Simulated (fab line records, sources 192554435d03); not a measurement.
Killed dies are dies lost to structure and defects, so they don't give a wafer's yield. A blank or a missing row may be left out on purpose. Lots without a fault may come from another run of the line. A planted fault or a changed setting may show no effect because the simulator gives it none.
Chamber matching | flow n5_finfet | N5_MOL_CONTACT_COAG_ALD_123 on ald_sin-03: 4 sister chambers
The step deposits SiNx, target thk 5 nm, pulse time 1 s, purge time 2 s. 8 wafers are shown with their chamber, then 12 later ones without.

WAFERS WITH THEIR CHAMBER
wafer  | chamber | heater_power_w (W) | precursor_pulse_height_rel
L079.5 | 2       | 700                | 0.993
L085.4 | 2       | 704                | 1.012
L085.6 | 3       | 862                | 1.017
L087.3 | 0       | 833                | 0.989
L087.5 | 1       | 719                | 0.976
L088.1 | 0       | 856                | 0.987
L088.3 | 3       | 856                | 0.988
L088.5 | 1       | 708                | 0.999

WAFERS WITHOUT THEIR CHAMBER
wafer  | heater_power_w (W) | precursor_pulse_height_rel
L089.1 | 894                | 1.002
L089.5 | 838                | 1.008
L089.6 | 877                | 1.001
L094.1 | 738                | 0.999
L094.2 | 709                | 0.977
L094.3 | 825                | 0.984
L094.4 | 886                | 0.996
L094.5 | 889                | 1.010
L094.6 | 832                | 0.969
L096.2 | 879                | 0.981
L096.4 | 841                | 0.996
L096.5 | 846                | 1.011

WHICH CHAMBER EACH WENT THROUGH
wafer  | from the rows above     | in truth
L089.1 | can't be placed: 3 or 0 | 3
L089.5 | can't be placed: 0 or 3 | 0
L089.6 | can't be placed: 3 or 0 | 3
L094.1 | can't be placed: 1 or 2 | 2
L094.2 | can't be placed: 1 or 2 | 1
L094.3 | can't be placed: 0 or 3 | 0
L094.4 | can't be placed: 3 or 0 | 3
L094.5 | can't be placed: 3 or 0 | 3
L094.6 | can't be placed: 0 or 3 | 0
L096.2 | can't be placed: 3 or 0 | 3
L096.4 | can't be placed: 0 or 3 | 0
L096.5 | can't be placed: 3 or 0 | 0
Placed correctly: 0 of 12. Can't be placed from these rows: 12 (the true chamber is among the candidates in 12). Placed wrongly: 0.
How it was worked out, from the rows above alone: a wafer's distance from a chamber is the root of the sum, over the readings, of the square of ((its reading less the chamber's mean) divided by the reading's scatter). The wafer belongs to the nearest chamber; if the next one is less than 2 further off, it can't be placed. A chamber's mean is the mean of its shown wafers. The scatter: the root of (the sum of the squares of (reading less its chamber's mean) over the shown wafers, divided by (wafers less chambers)).
